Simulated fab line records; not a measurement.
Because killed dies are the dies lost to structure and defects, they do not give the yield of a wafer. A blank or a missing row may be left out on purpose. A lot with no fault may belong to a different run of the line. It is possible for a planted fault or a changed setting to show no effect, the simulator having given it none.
Which of the tools did it? | flow n5_finfet | 9 lots, 27 wafers sampled, at 7 steps of a route of 1938

## WHAT THE GAUGES SHOWED, per wafer
N5_BEOL_M4_RC_MEAS_101.
lot  | measured     | on        | DIBL_N (mV/V)  | DIBL_P (mV/V)  | IOFF_N (nA/um)    | IOFF_P (nA/um) | ION_N (uA/um) | ION_P (uA/um) | SS_N (mV/dec)  | SS_P (mV/dec)  | VT_N (mV)         | VT_P (mV)
L590 | day 8 02:40  | prober-02 | 37.2 36.7 37.6 | 37.1 37.9 37.5 | 0.176 0.180 0.190 | 0.21 0.23 0.22 | 668 684 673   | 451 467 456   | 71.9 71.8 71.6 | 73.0 73.3 72.7 | 248.3 248.2 248.1 | -249 -249 -249
L592 | day 8 18:12  | prober-02 | 36.8 36.2 35.0 | 37.2 36.3 35.3 | 0.173 0.167 0.147 | 0.19 0.19 0.17 | 674 685 668   | 449 455 453   | 71.8 71.4 71.9 | 73.8 72.5 72.8 | 246.7 246.7 251.3 | -254 -254 -254
L594 | day 9 09:47  | prober-01 | 37.5 39.0 37.6 | 38.4 39.6 38.6 | 0.198 0.209 0.190 | 0.24 0.26 0.24 | 678 679 682   | 458 460 469   | 72.5 72.6 71.7 | 74.3 74.2 73.8 | 247.3 246.0 248.4 | -249 -252 -249
L597 | day 9 20:26  | prober-02 | 36.0 35.0 36.5 | 36.8 35.7 37.7 | 0.169 0.145 0.174 | 0.23 0.21 0.26 | 665 666 680   | 461 457 475   | 72.1 71.0 71.9 | 73.5 73.2 73.9 | 248.2 248.0 247.9 | -247 -249 -244
L602 | day 11 15:20 | prober-01 | 35.8 35.5 37.7 | 37.2 36.3 37.8 | 0.162 0.154 0.188 | 0.23 0.21 0.27 | 688 684 680   | 474 465 469   | 70.9 71.5 71.4 | 72.8 72.7 73.5 | 247.3 248.5 244.9 | -246 -248 -244
L608 | day 12 19:30 | prober-02 | 37.2 36.8 36.7 | 37.3 36.7 37.1 | 0.153 0.150 0.156 | 0.21 0.20 0.21 | 674 665 679   | 457 459 463   | 72.6 71.8 71.8 | 73.9 73.5 73.9 | 250.4 252.3 251.0 | -250 -251 -253
L609 | day 12 22:25 | prober-01 | 39.8 38.6 38.2 | 39.1 37.8 37.4 | 0.201 0.186 0.171 | 0.26 0.25 0.23 | 667 684 666   | 458 467 463   | 71.8 71.5 71.7 | 74.0 73.6 73.3 | 250.8 249.1 248.9 | -245 -245 -247
L610 | day 13 15:14 | prober-02 | 35.1 36.0 35.1 | 34.8 35.2 35.0 | 0.137 0.146 0.142 | 0.19 0.20 0.20 | 665 666 662   | 460 455 456   | 70.9 71.1 70.9 | 73.0 72.9 72.6 | 250.8 251.1 248.0 | -250 -250 -248
L612 | day 13 18:05 | prober-01 | 37.4 40.3 36.6 | 35.5 38.7 33.9 | 0.158 0.217 0.146 | 0.23 0.30 0.22 | 674 691 656   | 466 465 458   | 71.0 72.4 71.6 | 73.2 73.9 72.1 | 249.3 245.3 254.2 | -247 -242 -247

N5_BEOL_M7_OCD_MEAS_38.
lot  | measured     | on     | trench_depth_nm (nm)
L590 | day 9 04:51  | ocd-01 | 92.1 91.1 92.6
L592 | day 9 15:56  | ocd-01 | 96.5 93.7 96.2
L594 | day 10 13:43 | ocd-02 | 93.6 91.6 94.3
L597 | day 11 00:40 | ocd-02 | 92.7 94.4 93.6
L602 | day 12 18:19 | ocd-01 | 92.3 95.8 94.3
L608 | day 14 01:21 | ocd-01 | 94.0 93.3 95.0
L609 | day 14 00:37 | ocd-01 | 94.2 93.1 93.8
L610 | day 15 05:08 | ocd-01 | 95.6 95.4 94.3
L612 | day 15 09:19 | ocd-02 | 92.3 93.4 93.9

N5_BEOL_M7_THK_MEAS_53: measures by xrf.
lot  | measured     | on            | M7_THK (nm)
L590 | day 9 07:08  | film_metro-01 | 77.6 78.6 77.1
L592 | day 9 18:13  | film_metro-02 | 85.1 81.3 82.4
L594 | day 10 17:45 | film_metro-02 | 187.9 77.6 81.4
L597 | day 11 04:50 | film_metro-02 | 197.3 80.6 191.7
L602 | day 12 20:55 | film_metro-02 | 79.3 83.1 81.1
L608 | day 14 05:19 | film_metro-01 | 78.8 78.1 79.7
L609 | day 14 03:06 | film_metro-01 | 77.3 77.2 77.7
L610 | day 15 07:35 | film_metro-02 | 81.0 81.1 80.3
L612 | day 15 13:47 | film_metro-01 | 78.5 78.4 80.3

N5_BEOL_M7_INSPECT_58: inspects for defects (darkfield).
lot  | measured     | on                | raw_defect_count
L590 | day 9 07:19  | defect_inspect-02 | 48 82 56
L592 | day 9 18:25  | defect_inspect-01 | 72 74 48
L594 | day 10 17:54 | defect_inspect-02 | 1182 56 89
L597 | day 11 04:59 | defect_inspect-02 | 1197 66 1246
L602 | day 12 21:05 | defect_inspect-01 | 77 33 107
L608 | day 14 05:28 | defect_inspect-02 | 41 84 65
L609 | day 14 03:16 | defect_inspect-02 | 118 140 76
L610 | day 15 07:45 | defect_inspect-02 | 69 71 86
L612 | day 15 13:57 | defect_inspect-02 | 54 54 70

## WHAT TOOL EACH LOT RAN ON (gives the tool, then ch and the chambers of the sampled wafers, and finally the start)
lot  | N5_BEOL_M7_TRENCH_ETCH_37                     | N5_BEOL_M7_SURFACE_TREAT_79  | N5_BEOL_M7_CMP_52
L590 | rie_diel-01 ch 1,2,3, day 9 04:51 or earlier  | pvd_sputter-01, day 9 05:59  | cmp-01 ch 0,1,2, day 9 06:53
L592 | rie_diel-02 ch 0,1, day 9 15:56 or earlier    | pvd_sputter-03, day 9 17:11  | cmp-01 ch 0,1,2, day 9 18:00
L594 | rie_diel-01 ch 0,2, day 10 13:43 or earlier   | pvd_sputter-02, day 10 16:43 | cmp-01 ch 1,2,3, day 10 17:29
L597 | rie_diel-01 ch 0,2,3, day 11 00:40 or earlier | pvd_sputter-02, day 11 02:01 | cmp-01 ch 2,3, day 11 04:32
L602 | rie_diel-05 ch 0,1,2, day 12 18:19 or earlier | pvd_sputter-02, day 12 19:16 | cmp-03 ch 2,3, day 12 20:38
L608 | rie_diel-01 ch 2,3, day 14 01:21 or earlier   | pvd_sputter-02, day 14 04:19 | cmp-01 ch 1,2, day 14 05:04
L609 | rie_diel-05 ch 1,2,3, day 14 00:37 or earlier | pvd_sputter-02, day 14 01:32 | cmp-01 ch 0,2, day 14 02:49
L610 | rie_diel-01 ch 0,1,2, day 15 05:08 or earlier | pvd_sputter-01, day 15 06:25 | cmp-01 ch 0,2, day 15 07:20
L612 | rie_diel-01 ch 0,1,3, day 15 09:19 or earlier | pvd_sputter-02, day 15 12:47 | cmp-02 ch 1,2,3, day 15 13:32
- N5_BEOL_M7_TRENCH_ETCH_37: etches SiCOH lowk in C4F6/O2, target depth 93.478 nm, time 31.2 s.
- N5_BEOL_M7_SURFACE_TREAT_79
- N5_BEOL_M7_CMP_52: polishes, stops on SiCOH lowk, t overpolish 6.9 s, target thk 80 nm.

## WHAT THE TOOLS THEMSELVES READ (means of the sampled wafers that have a number; where no wafer has one, the mark that the record gives instead)
N5_BEOL_M7_TRENCH_ETCH_37.
lot  | tool        | drypump_motor_current_A (A) | oes_f_703_au (a.u.) | oes_product_au (a.u.) | rf_vpp_V (V) | showerhead_plenum_p_Torr (Torr) | throttle_valve_pct (%)
L590 | rie_diel-01 | 5.7                         | 0.72                | 0.72                  | 669          | 2.82                            | 21.08
L592 | rie_diel-02 | 5.7                         | 0.77                | 0.78                  | 661          | 2.86                            | 20.99
L594 | rie_diel-01 | 6.1                         | 0.87                | 0.87                  | 674          | 2.91                            | 20.69
L597 | rie_diel-01 | 5.9                         | 0.80                | 0.80                  | 672          | 2.85                            | 20.94
L602 | rie_diel-05 | 5.8                         | 0.83                | 0.82                  | 666          | 2.88                            | 20.85
L608 | rie_diel-01 | 5.7                         | 0.84                | 0.84                  | 670          | 2.79                            | 21.07
L609 | rie_diel-05 | 5.8                         | 0.85                | 0.85                  | 669          | 2.89                            | 20.70
L610 | rie_diel-01 | 5.9                         | 0.91                | 0.93                  | 669          | 2.86                            | 20.67
L612 | rie_diel-01 | 6.0                         | 0.84                | 0.84                  | 665          | 2.80                            | 20.80

N5_BEOL_M7_CMP_52.
lot  | tool   | barrier_field_endpoint_s (s) | motor_current_A (A) | overpolish_run_s (s) | pad_life_wafers | slurry_flow_ml_min | time_to_endpoint_s (s)
L590 | cmp-01 | 28.7                         | 6.3                 | 6.896                | 1334            | 150.2              | 64.0
L592 | cmp-01 | 29.0                         | 6.4                 | 6.890                | 1424            | 149.9              | 63.6
L594 | cmp-01 | 35.2                         | 6.1                 | 4.611                | 1634            | 149.9              | 71.1
L597 | cmp-01 | 41.4                         | 5.3                 | 2.316                | 1730            | 149.5              | 75.9
L602 | cmp-03 | 28.3                         | 5.9                 | 6.893                | 468             | 149.4              | 63.9
L608 | cmp-01 | 28.9                         | 6.3                 | 6.912                | 133             | 150.2              | 63.2
L609 | cmp-01 | 29.1                         | 6.5                 | 6.905                | 115             | 149.9              | 64.0
L610 | cmp-01 | 29.4                         | 6.5                 | 6.911                | 314             | 149.7              | 63.5
L612 | cmp-02 | 29.5                         | 5.7                 | 6.900                | 1532            | 149.3              | 67.9

## THE ANSWER, worked out from the rows above alone
Rule: the usual values come from the lots themselves. Put in order of their means at a reading, lots are off if they are a third of the lots or fewer, leave a main group of 4 or more, and stand apart from it by a gap of 3 or more times the standard deviation of the main group's means; of several such gaps the widest counts. A main group whose means are all the same, to the digits that the tables above print for the reading, isn't used. A lot without any number at a reading at which 4 lots or more have one is off too. Any other lot the step has rows for is counted as sound. Order of review: gauges by route order, followed by the tools' own readings, for which a lot's mean as printed above is used. At the first step where some lot is off, the reading lying furthest off is the one used; lots without a number count as furthest.
Off: L594, L597, at N5_BEOL_M7_THK_MEAS_53 (M7_THK). Main group: mean 79.7 nm, sd 1.8.
A tool fits if, at a process step before that reading, it ran every lot that is off, and no sound lot after the first of them. The gauges at N5_BEOL_M7_THK_MEAS_53 aren't tried: what is off there is off at N5_BEOL_M7_INSPECT_58 too, on other tools, and a gauge's error can't cause that. N5_BEOL_M7_TRENCH_ETCH_37: start missing for some lots; hours and lot order therefore follow N5_BEOL_M7_OCD_MEAS_38. Not one of the candidates tried fits.

## WHAT THE SIMULATOR HAD INSERTED
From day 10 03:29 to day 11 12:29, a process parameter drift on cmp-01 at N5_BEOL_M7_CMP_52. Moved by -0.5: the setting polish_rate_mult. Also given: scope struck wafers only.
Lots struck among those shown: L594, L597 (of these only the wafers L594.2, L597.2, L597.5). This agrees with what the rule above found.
